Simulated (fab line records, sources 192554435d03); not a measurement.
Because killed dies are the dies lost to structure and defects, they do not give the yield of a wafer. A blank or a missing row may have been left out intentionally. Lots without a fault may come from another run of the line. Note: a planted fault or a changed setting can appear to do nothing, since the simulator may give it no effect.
fab line records	flow n5-finfet
record: lots: 4	wafers: 12	last-day: 16
route steps=1938 shown BEOL_M4@1099 BEOL_M5@1112 BEOL_M6@1194 PASSIVATION@1936
lots that met no fault: taken from a fault-free run of the same line
start-h: hours from the record's first day to the start of the lot's first wafer shown	wait-h: hours since the lot's step before	" as in the row above	L1.1+2: a row that stands for several wafers	- value missing, or start not given	* or withheld: withheld	< > ~ a bound
route shown NAME@n: NAME is a module with steps in the file, n the number in the route of the first one	usual: the fault-free wafers' mean and standard deviation	same: alike in all rows	chamber/n: place in a boat	sites: per-site readings	_std_site: standard deviation across them	_edge_site: outer sites' mean less inner sites'	radius-mm: for every site, how far away it sits from the centre of the wafer	mask NAME#n: copy n	behind: the tool/chamber that last shaped the wafer	hold: what put the lot on hold/how long, in hours/how the hold closed	device: the n, p or np transistor that did not switch	end of line: the route-end tests of the same wafers	for a step that has no rows: nothing shown but its recipe	killed: the dies lost at the first sort to structure and to defects; this is not the yield of the wafer	map: dies across one wafer; x = killed, . = not, _ = none there
set.NAME: the run value of the setting; set.NAME@STEP: its run value at that earlier step	model.NAME: the simulator's own value behind a step, which no gauge read
lots at some steps of the route; a table a step, a row a wafer
services: when a tool's chamber went out of use (start-h, in hours from the record's first day, below 0 if earlier), for how many hours, and the reason
== steps ==
step: N5_BEOL_M4_ANNEAL_95
recipe: temp-c: 400	time-s: 240	ambient: vacuum
step: N5_BEOL_M4_SPUTTER_96
recipe: material: Cu	target-thk-a: 45	temp-c: -20	chamber-pressure-pa: 0.07	power-w: withheld	time-s: 8.29
step: N5_BEOL_M4_ECD_50
recipe: material: Cu	target-thk-a: 3000
step: N5_BEOL_M4_ANNEAL_51
recipe: temp-c: 225	time-s: 90	ambient: N2
step: N5_BEOL_M4_CMP_52
recipe: stop-on: SiOC	t-overpolish-s: 6.8	down-force-psi: 1	platen-rpm: 50	clearing-platen-down-force-psi: 1.5	clearing-platen-rpm: 50	post-cmp-clean: cu-alkaline	target-thk-nm: 40	clearing-platen-pad-velocity-m-s: 0.99484	pad-velocity-m-s: 0.99484
step: N5_BEOL_M4_PRE_CLEAN_60
recipe: gas: NH3/H2	time-s: 15	temp-c: *	rf-power-w: 300
step: N5_BEOL_M4_CO_CAP_55
recipe: material: Co	target-thk-a: 20	temp-c: 200	precursor: CCTBA/H2	pressure-torr: 30	time-s: 102.1
step: N5_BEOL_M4_PRE_CLEAN_56
recipe: gas: NH3	time-s: 15	temp-c: withheld	rf-power-w: 300
step: N5_BEOL_M4_DEP_57
recipe: material: SiCN	target-thk-a: 80	temp-c: withheld	precursor: 3MS/NH3	pressure-torr: 3	rf-w: 202	time-s: 14
step: N5_BEOL_M4_RC_MEAS_101
usual: DIBL_N: 37.3/2.3	DIBL_P: 37.4/2.9	IOFF_N: 0.18/0.045	IOFF_P: 0.25/0.054	ION_N: 679/15	ION_P: 468/9.7	SS_N: 71.8/0.62	SS_P: 73.6/0.76	VT_N: 248/4.1	VT_P: -248/3.6
lot.wafer	tool	chamber	start-h	wait-h	DIBL_N[mV/V]	DIBL_P[mV/V]	IOFF_N[nA/um]	IOFF_P[nA/um]	ION_N[uA/um]	ION_P[uA/um]	SS_N[mV/dec]	SS_P[mV/dec]	VT_N[mV]	VT_P[mV]
L726.1	prober-01	0	199.31	0.0	38.0	38.6	0.21	0.28	696	469	71.7	73.4	243	-244
L726.4	"	0	"	"	40.3	41.9	0.27	0.34	696	481	72.5	74.2	240	-243
L726.5	"	0	"	"	38.4	39.6	0.22	0.30	705	480	72.1	73.7	241	-242
L733.1	prober-01	0	241.89	0.0	39.3	41.0	0.21	0.29	693	479	72.9	74.2	247	-246
L733.2	"	0	"	"	39.4	41.4	0.20	0.29	695	476	72.3	74.6	247	-247
L733.3	"	0	"	"	36.3	36.9	0.14	0.21	662	460	72.1	73.8	253	-251
L731.1	prober-02	0	242.43	0.0	41.0	42.5	0.25	0.39	697	482	72.4	74.5	244	-241
L731.4	"	0	"	"	37.1	37.5	0.15	0.25	669	467	72.1	73.0	250	-245
L731.5	"	0	"	"	39.6	40.8	0.23	0.32	686	480	72.4	73.8	245	-240
L738.1	prober-02	0	274.50	0.0	37.5	36.1	0.14	0.21	661	460	71.6	73.9	252	-252
L738.3	"	0	"	"	37.7	35.9	0.15	0.21	648	447	72.1	73.1	256	-251
L738.6	"	0	"	"	37.0	35.5	0.14	0.21	665	464	71.4	73.7	252	-252
step: N5_BEOL_M5_ILD_DEP_00
recipe: material: SiCOH_lowk	target-thk-a: 1406.4	temp-c: 300	precursor: DEMS/porogen	pressure-torr: 5	rf-w: 500	time-s: 25.9
step: N5_BEOL_M5_CURE_79
recipe: temp-c: 385	time-s: 240	ambient: He/Ar	material: SiCOH_lowk
step: N5_BEOL_M5_PECVD_70
recipe: material: SiO2	target-thk-a: 160	temp-c: 400	precursor: TEOS/O2	pressure-torr: 5.5	rf-w: 450	teos-flow-sccm: 53.8	gas: O2	flow-sccm: 3000	time-s: 18
step: N5_BEOL_M5_HM_DEP_02
recipe: material: TiN	target-thk-a: 200	temp-c: 25	chamber-pressure-pa: 0.49996
step: N5_BEOL_M5_COAT_59
recipe: resist: SOC	temp-c: 250	time-s: 60	spin-rpm: 1500	resist-thk-nm: 60
step: N5_BEOL_M5_COAT_60
recipe: resist: SiARC	temp-c: 220	time-s: 60	spin-rpm: 1500	resist-thk-nm: 12
step: N5_BEOL_M5_COAT_71
recipe: resist: underlayer	temp-c: 205	time-s: 60	spin-rpm: 1500	resist-thk-nm: 5
step: N5_BEOL_M5_COAT_05
recipe: resist: CAR-EUV	spin-rpm: 1500	resist-thk-nm: 30
step: N5_BEOL_M5_EBR_07
recipe: solvent: PGMEA	ebr-width-mm: 1.5
step: N5_BEOL_M5_SOFTBAKE_06
recipe: temp-c: 110	time-s: 60	resist: CAR-EUV
step: N5_BEOL_M5_EXPOSE_08
recipe: mask-id: M5	na: 0.33	source-shape: annular	sigma-inner: 0.4	sigma-outer: 0.8	polarization: unpolarized	target-cd-nm: 28	dose-mj: 35.75
step: N5_BEOL_M5_PEB_09
recipe: peb-temp-c: 100	peb-time-s: 60	resist: CAR-EUV
step: N5_BEOL_M5_DEVELOP_10
recipe: develop-time-s: 30	developer: TMAH	resist: CAR-EUV	rinse-liquid: surfactant-rinse	dry: air-spin	dev-temp-c: 23
step: N5_BEOL_M5_DESCUM_16
recipe: chemistry: O2	time-s: 7	source-power-w: 50	bias-power-w: 20	pressure-mtorr: 20	rf-frequency-hz: 2.712e+07	temp-c: 40	resist: CAR-EUV	o2-flow-sccm: 225
step: N5_BEOL_M5_ETCH_72
recipe: chemistry: N2/H2	target: underlayer	target-depth-a: 65	mask-material: CAR-EUV	time-s: 5.2	ion-energy-ev: 200	pressure-mtorr: 30	source-w: 840	bias-w: 150	n2-flow-sccm: 200	h2-flow-sccm: 200	ends: cleared
step: N5_BEOL_M5_ETCH_61
recipe: chemistry: CF4	target: SiARC	target-depth-a: 156	mask-material: CAR-EUV	time-s: 26	ion-energy-ev: 80	pressure-mtorr: 40	source-w: 545	bias-w: 36	Ar_flow_sccm: 100	cf4-flow-sccm: 100	ends: cleared
step: N5_BEOL_M5_ETCH_62
recipe: chemistry: N2/H2	target: SOC	target-depth-a: 750	overetch-a: 150	mask-material: SiARC	temp-c: 40	time-s: 112.5	ion-energy-ev: 200	pressure-mtorr: 30	source-w: 840	bias-w: 150	n2-flow-sccm: 200	h2-flow-sccm: 200
step: N5_BEOL_M5_STRIP_63
recipe: chemistry: N2/H2	temp-c: 40	n2-flow-sccm: 200	h2-flow-sccm: 200	rf-frequency-hz: 6e+07
step: N5_BEOL_M5_STRIP_73
recipe: chemistry: N2/H2	temp-c: 40	n2-flow-sccm: 200	h2-flow-sccm: 200	rf-frequency-hz: 6e+07
step: N5_BEOL_M5_STRIP_64
recipe: chemistry: CF4	resist: SiARC	power-w: 300	bias-power-w: 75	pressure-mtorr: 50	cf4-flow-sccm: 150	rf-frequency-hz: 6e+07
step: N5_BEOL_M5_HM_OPEN_17
recipe: chemistry: Cl2/BCl3	target-depth-a: 200	overetch-a: 60	target: TiN	mask-material: SOC	ion-energy-ev: 150	pressure-mtorr: 10	icp-w: 1000	bias-w: 126	Cl2_flow_sccm: 53.25	bcl3-flow-sccm: 21.75	Ar_flow_sccm: 25
step: N5_BEOL_M5_STRIP_19
recipe: chemistry: O2	power-w: 400	temp-c: 40	pressure-mtorr: 30	rf-frequency-hz: 6e+07	bias-power-w: 0	overash-fraction: 0.2	o2-flow-sccm: 225
step: N5_BEOL_M5_COAT_65
recipe: resist: SOC	temp-c: 250	time-s: 60	spin-rpm: 1500	resist-thk-nm: 60
step: N5_BEOL_M5_COAT_66
recipe: resist: SiARC	temp-c: 220	time-s: 60	spin-rpm: 1500	resist-thk-nm: 12
step: N5_BEOL_M6_ILD_DEP_00
recipe: material: SiCOH_lowk	target-thk-a: 1797.5	temp-c: 300	precursor: DEMS/porogen	pressure-torr: 5	rf-w: 500	time-s: 33.4
usual: heater-power-w: 281/41	showerhead-plenum-p-Torr: 5.742/0.024	susceptor-temp-C: 300.02/0.17	throttle-valve-pct: 13.9/1.2
lot.wafer	tool	chamber	start-h	wait-h	heater-power-w	showerhead-plenum-p-Torr	susceptor-temp-C	throttle-valve-pct	model.SiCOH_lowk_of_BEOL_M6_ILD_DEP_00.thk-nm
L726.1	pecvd-02	0	212.86	0.0	294	5.741	299.89	13.0	180.4
L726.4	"	2	"	"	294	5.725	300.02	13.0	181.4
L726.5	"	0	"	"	292	5.749	299.67	13.0	184.2
L733.1	pecvd-02	2	254.13	0.0	312	5.702	299.90	12.9	296.2
L733.2	"	0	"	"	271	5.737	300.16	13.1	299.4
L733.3	"	1	"	"	249	5.784	300.25	15.6	295.8
L731.1	pecvd-02	1	254.67	0.0	256	5.787	300.10	15.8	298
L731.4	"	0	"	"	271	5.748	299.58	12.9	306.4
L731.5	"	1	"	"	267	5.768	299.90	15.7	304.6
L738.1	pecvd-01	2	289.75	0.0	275	5.692	299.84	12.9	177.8
L738.3	"	0	"	"	282	5.767	299.84	13.4	179.4
L738.6	"	2	"	"	281	5.712	299.81	12.8	182.6
step: N5_BEOL_M6_THK_MEAS_01
recipe: reads: SiCOH_lowk_of_BEOL_M6_ILD_DEP_00
usual: M6_ILD_THK: 155.8/2.4
lot.wafer	tool	chamber	start-h	wait-h	M6_ILD_THK[nm]
L726.1	film-metro-02	-	213.44	0.4	155.7
L726.4	"	-	"	"	156.4
L726.5	"	-	"	"	158.9
L733.1	film-metro-02	-	254.71	0.4	257.0
L733.2	"	-	"	"	259.7
L733.3	"	-	"	"	256.7
L731.1	film-metro-01	-	255.25	0.4	258.6
L731.4	"	-	"	"	266.1
L731.5	"	-	"	"	264.5
L738.1	film-metro-01	-	290.36	0.4	153.3
L738.3	"	-	"	"	154.7
L738.6	"	-	"	"	157.6
step: N5_BEOL_M6_CMP_52
recipe: stop-on: SiCOH_lowk	t-overpolish-s: 6.9	down-force-psi: 1	platen-rpm: 50	clearing-platen-down-force-psi: 1.5	clearing-platen-rpm: 50	post-cmp-clean: cu-alkaline	target-thk-nm: 80	clearing-platen-pad-velocity-m-s: 0.99484	pad-velocity-m-s: 0.99484
usual: motor-current-A: 6.2/0.38
lot.wafer	tool	chamber	start-h	wait-h	motor-current-A	model.SiCOH_lowk_of_BEOL_M6_ILD_DEP_00.thk-nm
L726.1	cmp-01	3	218.26	0.3	6.0	152.4
L726.4	"	2	"	"	5.1	153.4
L726.5	"	3	"	"	5.7	155.8
L733.1	cmp-02	2	262.50	0.3	6.7	254.2
L733.2	"	3	"	"	5.8	256.8
L733.3	"	0	"	"	6.1	253.8
L731.4	cmp-03	2	263.62	0.2	6.4	263
L731.1	"	3	"	"	6.4	255.8
L731.5	"	0	"	"	5.9	261.6
L738.3	cmp-02	1	296.17	0.2	6.7	151.8
L738.1	"	2	"	"	6.4	150.4
L738.6	"	0	"	"	6.6	154.6
step: N5_PASSIVATION_PROBE_49
usual: defect-limited-yield: 91.3/1.5	killed_at_M0_to_M3: 35/8.7	killed_at_M4_up: 14/5.5	killed-at-contacts: 11/5.6	killed-at-front-end: 39/13	killed-at-other: 3.7/2.2	killed-dies: 103/18	killed-on-rim: 14/4.4	killed-open: 69/14	killed-short: 33/7.8	sort_bin_5_function: 5.1/0.99	sort_bin_6_memory: 3.3/0.67	sort-n-pass: 1077/18	sort-yield-pct: 91.2/1.5
same: gross-dies: 1180	killed-at-back-side: 0	sort_bin_4_leakage[%]: 0	sort_bin_8_speed[%]: 0
lot.wafer	tool	chamber	start-h	wait-h	defect-limited-yield[%]	killed_at_M0_to_M3	killed_at_M4_up	killed-at-contacts	killed-at-front-end	killed-at-other	killed-dies	killed-on-rim	killed-open	killed-short	sort_bin_5_function[%]	sort_bin_6_memory[%]	sort-n-pass	sort-yield-pct[%]
L726.1	prober-01	-	302.80	0.0	92.4	24	21	5	36	4	90	11	59	28	4.6	2.8	1090	92.4
L726.4	prober-01	-	302.95	0.2	93.4	18	11	16	31	2	78	13	55	23	3.9	2.4	1102	93.4
L726.5	prober-01	-	303.00	0.2	91.4	31	13	13	38	7	102	15	59	42	6.3	2.1	1078	91.4
L733.1	prober-02	-	350.78	0.0	0	46	1071	7	52	4	1180	152	80	36	95.6	4.0	0	0
L733.2	prober-02	-	350.83	0.1	0	50	1074	12	43	1	1180	152	86	35	96.0	3.7	0	0
L733.3	prober-02	-	350.88	0.1	0	47	1057	7	68	1	1180	152	91	40	95.1	4.3	0	0
L731.1	prober-02	-	356.06	0.0	0	39	1065	14	59	3	1180	152	95	32	96.2	3.4	0	0
L731.4	prober-02	-	356.21	0.2	0	34	1062	22	59	3	1180	152	95	42	95.8	4.0	0	0
L731.5	prober-02	-	356.26	0.2	0	29	1060	20	65	6	1180	152	88	47	95.4	4.3	0	0
L738.1	prober-02	-	381.72	0.0	90.7	37	5	15	51	2	110	24	83	24	5.7	3.4	1070	90.7
L738.3	prober-02	-	381.82	0.1	90.4	37	17	10	44	5	113	13	68	44	5.0	4.1	1067	90.4
L738.6	prober-02	-	381.97	0.3	88.2	58	21	11	46	3	139	13	100	34	6.8	4.3	1041	88.2
killed by level:class
L726.1 BEOL_M4:geometric-particle:open=8 DUMMY_GATE:geometric-particle:open=7 GATE_CUT:geometric-particle:short=6 BEOL_M0_SAQP:geometric-particle:short=6 BEOL_M0_SAQP:geometric-particle:open=6 FIN_SAQP:geometric-particle:open=5 BEOL_M1:geometric-particle:open=5 GATE_CUT:geometric-particle:open=4
L726.4 MOL_CONTACT_COAG:geometric-particle:open=13 FIN_SAQP:geometric-particle:open=7 BEOL_M0_SAQP:geometric-particle:open=7 BEOL_M4:geometric-particle:open=6 FIN_SAQP:geometric-particle:short=5 BEOL_M3:geometric-particle:open=5 STI_FIN_REVEAL:geometric-particle:open=4 STARTING-WAFER:geometric-particle:short=3
L726.5 FIN_SAQP:geometric-particle:open=10 MOL_CONTACT_COAG:geometric-particle:open=9 FIN_SAQP:geometric-particle:short=6 BEOL_M2:geometric-particle:short=6 BEOL_M3:geometric-particle:open=6 BEOL_M2:geometric-particle:open=5 BEOL_M3:geometric-particle:short=5 BEOL_M4:geometric-particle:open=5
L733.1 BEOL_M6:area-etch=1064 BEOL_M2:geometric-particle:open=18 BEOL_M3:geometric-particle:open=13 STI_FIN_REVEAL:geometric-particle:open=9 FIN_SAQP:geometric-particle:short=7 FIN_SAQP:geometric-particle:open=6 GATE_CUT:geometric-particle:short=6 BEOL_M0_SAQP:geometric-particle:open=5
L733.2 BEOL_M6:area-etch=1057 BEOL_M0_SAQP:geometric-particle:open=14 BEOL_M3:geometric-particle:open=11 MOL_CONTACT_COAG:geometric-particle:open=10 FIN_SAQP:geometric-particle:open=7 FIN_SAQP:geometric-particle:short=7 STI_FIN_REVEAL:geometric-particle:open=6 BEOL_M0_SAQP:geometric-particle:short=6
L733.3 BEOL_M6:area-etch=1047 BEOL_M2:geometric-particle:open=13 BEOL_M0_SAQP:geometric-particle:open=13 FIN_SAQP:geometric-particle:open=12 BEOL_M0_SAQP:geometric-particle:short=11 ILD0:geometric-particle:short=9 FIN_SAQP:geometric-particle:short=8 STI_FIN_REVEAL:geometric-particle:open=8
L731.1 BEOL_M6:area-etch=1053 STI_FIN_REVEAL:geometric-particle:open=27 MOL_CONTACT_COAG:geometric-particle:open=13 BEOL_M3:geometric-particle:open=12 BEOL_M0_SAQP:geometric-particle:short=12 BEOL_M4:geometric-particle:open=9 FIN_SAQP:geometric-particle:open=6 BEOL_M1:geometric-particle:open=6
L731.4 BEOL_M6:area-etch=1043 STI_FIN_REVEAL:geometric-particle:open=23 FIN_SAQP:geometric-particle:open=18 MOL_CONTACT_COAG:geometric-particle:open=14 BEOL_M4:geometric-particle:open=13 BEOL_M0_SAQP:geometric-particle:short=12 MOL_CONTACT_COAG:geometric-particle:short=8 BEOL_M3:geometric-particle:open=7
L731.5 BEOL_M6:area-etch=1045 FIN_SAQP:geometric-particle:open=19 STI_FIN_REVEAL:geometric-particle:open=14 MOL_CONTACT_COAG:geometric-particle:open=14 FIN_SAQP:geometric-particle:short=13 BEOL_M1:geometric-particle:open=8 BEOL_M4:geometric-particle:open=8 MOL_CONTACT_COAG:geometric-particle:short=6
L738.1 STI_FIN_REVEAL:geometric-particle:open=16 MOL_CONTACT_COAG:geometric-particle:open=14 BEOL_M3:geometric-particle:open=11 BEOL_M2:geometric-particle:open=10 FIN_SAQP:geometric-particle:open=9 ILD0:geometric-particle:open=5 DUMMY_GATE:geometric-particle:open=4 ILD0:geometric-particle:short=4
L738.3 BEOL_M3:geometric-particle:open=12 BEOL_M2:geometric-particle:open=10 ILD0:geometric-particle:short=7 MOL_CONTACT_COAG:geometric-particle:open=7 STI_FIN_REVEAL:geometric-particle:open=6 BEOL_M4:geometric-particle:short=6 DUMMY_GATE:geometric-particle:open=5 DUMMY_GATE:geometric-particle:short=5
L738.6 BEOL_M3:geometric-particle:open=13 BEOL_M1:geometric-particle:open=13 BEOL_M0_SAQP:geometric-particle:open=11 STI_FIN_REVEAL:geometric-particle:open=10 MOL_CONTACT_COAG:geometric-particle:open=10 BEOL_M0_SAQP:geometric-particle:short=9 BEOL_M2:geometric-particle:open=6 ILD0:geometric-particle:short=5
map L731.1 (x killed, . not)
_________________xxxxxxxxxxxx________________
______________xxxxxxxxxxxxxxxxxx_____________
___________xxxxxxxxxxxxxxxxxxxxxxxx__________
__________xxxxxxxxxxxxxxxxxxxxxxxxxx_________
________xxxxxxxxxxxxxxxxxxxxxxxxxxxxxx_______
_______xxxxxxxxxxxxxxxxxxxxxxxxxxxxxxxx______
______xxxxxxxxxxxxxxxxxxxxxxxxxxxxxxxxxx_____
_____xxxxxxxxxxxxxxxxxxxxxxxxxxxxxxxxxxxx____
____xxxxxxxxxxxxxxxxxxxxxxxxxxxxxxxxxxxxxx___
___xxxxxxxxxxxxxxxxxxxxxxxxxxxxxxxxxxxxxxxx__
___xxxxxxxxxxxxxxxxxxxxxxxxxxxxxxxxxxxxxxxx__
__xxxxxxxxxxxxxxxxxxxxxxxxxxxxxxxxxxxxxxxxxx_
__xxxxxxxxxxxxxxxxxxxxxxxxxxxxxxxxxxxxxxxxxx_
_xxxxxxxxxxxxxxxxxxxxxxxxxxxxxxxxxxxxxxxxxxxx
_xxxxxxxxxxxxxxxxxxxxxxxxxxxxxxxxxxxxxxxxxxxx
_xxxxxxxxxxxxxxxxxxxxxxxxxxxxxxxxxxxxxxxxxxxx
_xxxxxxxxxxxxxxxxxxxxxxxxxxxxxxxxxxxxxxxxxxxx
_xxxxxxxxxxxxxxxxxxxxxxxxxxxxxxxxxxxxxxxxxxxx
_xxxxxxxxxxxxxxxxxxxxxxxxxxxxxxxxxxxxxxxxxxxx
_xxxxxxxxxxxxxxxxxxxxxxxxxxxxxxxxxxxxxxxxxxxx
_xxxxxxxxxxxxxxxxxxxxxxxxxxxxxxxxxxxxxxxxxxxx
__xxxxxxxxxxxxxxxxxxxxxxxxxxxxxxxxxxxxxxxxxx_
__xxxxxxxxxxxxxxxxxxxxxxxxxxxxxxxxxxxxxxxxxx_
___xxxxxxxxxxxxxxxxxxxxxxxxxxxxxxxxxxxxxxxx__
___xxxxxxxxxxxxxxxxxxxxxxxxxxxxxxxxxxxxxxxx__
____xxxxxxxxxxxxxxxxxxxxxxxxxxxxxxxxxxxxxx___
_____xxxxxxxxxxxxxxxxxxxxxxxxxxxxxxxxxxxx____
______xxxxxxxxxxxxxxxxxxxxxxxxxxxxxxxxxx_____
_______xxxxxxxxxxxxxxxxxxxxxxxxxxxxxxxx______
________xxxxxxxxxxxxxxxxxxxxxxxxxxxxxx_______
__________xxxxxxxxxxxxxxxxxxxxxxxxxx_________
___________xxxxxxxxxxxxxxxxxxxxxxxx__________
______________xxxxxxxxxxxxxxxxxx_____________
_________________xxxxxxxxxxxx________________
map L733.1 (x killed, . not)
_________________xxxxxxxxxxxx________________
______________xxxxxxxxxxxxxxxxxx_____________
___________xxxxxxxxxxxxxxxxxxxxxxxx__________
__________xxxxxxxxxxxxxxxxxxxxxxxxxx_________
________xxxxxxxxxxxxxxxxxxxxxxxxxxxxxx_______
_______xxxxxxxxxxxxxxxxxxxxxxxxxxxxxxxx______
______xxxxxxxxxxxxxxxxxxxxxxxxxxxxxxxxxx_____
_____xxxxxxxxxxxxxxxxxxxxxxxxxxxxxxxxxxxx____
____xxxxxxxxxxxxxxxxxxxxxxxxxxxxxxxxxxxxxx___
___xxxxxxxxxxxxxxxxxxxxxxxxxxxxxxxxxxxxxxxx__
___xxxxxxxxxxxxxxxxxxxxxxxxxxxxxxxxxxxxxxxx__
__xxxxxxxxxxxxxxxxxxxxxxxxxxxxxxxxxxxxxxxxxx_
__xxxxxxxxxxxxxxxxxxxxxxxxxxxxxxxxxxxxxxxxxx_
_xxxxxxxxxxxxxxxxxxxxxxxxxxxxxxxxxxxxxxxxxxxx
_xxxxxxxxxxxxxxxxxxxxxxxxxxxxxxxxxxxxxxxxxxxx
_xxxxxxxxxxxxxxxxxxxxxxxxxxxxxxxxxxxxxxxxxxxx
_xxxxxxxxxxxxxxxxxxxxxxxxxxxxxxxxxxxxxxxxxxxx
_xxxxxxxxxxxxxxxxxxxxxxxxxxxxxxxxxxxxxxxxxxxx
_xxxxxxxxxxxxxxxxxxxxxxxxxxxxxxxxxxxxxxxxxxxx
_xxxxxxxxxxxxxxxxxxxxxxxxxxxxxxxxxxxxxxxxxxxx
_xxxxxxxxxxxxxxxxxxxxxxxxxxxxxxxxxxxxxxxxxxxx
__xxxxxxxxxxxxxxxxxxxxxxxxxxxxxxxxxxxxxxxxxx_
__xxxxxxxxxxxxxxxxxxxxxxxxxxxxxxxxxxxxxxxxxx_
___xxxxxxxxxxxxxxxxxxxxxxxxxxxxxxxxxxxxxxxx__
___xxxxxxxxxxxxxxxxxxxxxxxxxxxxxxxxxxxxxxxx__
____xxxxxxxxxxxxxxxxxxxxxxxxxxxxxxxxxxxxxx___
_____xxxxxxxxxxxxxxxxxxxxxxxxxxxxxxxxxxxx____
______xxxxxxxxxxxxxxxxxxxxxxxxxxxxxxxxxx_____
_______xxxxxxxxxxxxxxxxxxxxxxxxxxxxxxxx______
________xxxxxxxxxxxxxxxxxxxxxxxxxxxxxx_______
__________xxxxxxxxxxxxxxxxxxxxxxxxxx_________
___________xxxxxxxxxxxxxxxxxxxxxxxx__________
______________xxxxxxxxxxxxxxxxxx_____________
_________________xxxxxxxxxxxx________________
== services ==
tool	chamber	start-h	hours	kind
cmp-01	-	189.80	1.9	repair
pecvd-01	0	193.17	7.0	repair
cmp-01	-	193.31	2.1	repair
pecvd-01	2	202.38	-	clean
pecvd-01	2	202.38	-	consumable-replace:showerhead
pecvd-01	2	202.38	29.0	scheduled-down
pecvd-01	2	202.38	29.0	vent-cycle
cmp-03	-	221.66	4.0	pm
cmp-02	-	223.84	3.7	repair
cmp-03	-	225.66	-	consumable-replace:conditioner
cmp-03	-	225.66	-	consumable-replace:pad
cmp-03	-	248.75	2.2	repair
cmp-03	-	265.83	7.2	pm
pecvd-01	-	270.76	0.9	repair
cmp-03	-	278.20	0.8	repair
cmp-02	-	287.59	5.1	pm
cmp-01	-	291.90	4.0	pm
pecvd-02	1	292.93	5.5	scheduled-down
cmp-02	-	295.00	0.6	repair
cmp-01	-	295.90	-	consumable-replace:conditioner
cmp-01	-	295.90	-	consumable-replace:pad
== key ==
first-sign: step: N5_BEOL_M6_THK_MEAS_01	reading: M6_ILD_THK	direction: up	sigmas: 44	usual: 155.8	struck: 260.4
effect: step: N5_PASSIVATION_PROBE_49	reading: killed_at_M4_up	direction: up	sigmas: 99+	usual: 14	struck: 1065
model-effect: step: N5_BEOL_M6_ILD_DEP_00	value: SiCOH_lowk_of_BEOL_M6_ILD_DEP_00.thk-nm	without: 180	struck: 300.1
model-effect: step: N5_BEOL_M6_CMP_52	value: SiCOH_lowk_of_BEOL_M6_ILD_DEP_00.thk-nm	without: 152.2	struck: 257.5
more-kills-born-at: N5_BEOL_M6_ETCH_41@rie-diel-06: 6309
met-at N5_BEOL_M6_ILD_DEP_00
struck-wafers L731.1,L731.4,L731.5,L733.1,L733.2,L733.3
later-rows-left-out L731.1,L731.4,L731.5,L733.1,L733.2,L733.3
onset-between 212.86 254.13
fault: kind: process-parameter-drift	tool: pecvd-02	chamber: -	onset-h: 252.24	steps: N5_BEOL_M6_ILD_DEP_00	channel: time-s	offset: *	shape: step	acts-in: *	stated: *
later-rows-left-out: the simulator's readings of these wafers behind a module that went badly wrong aren't trusted and aren't shown, but for the sort
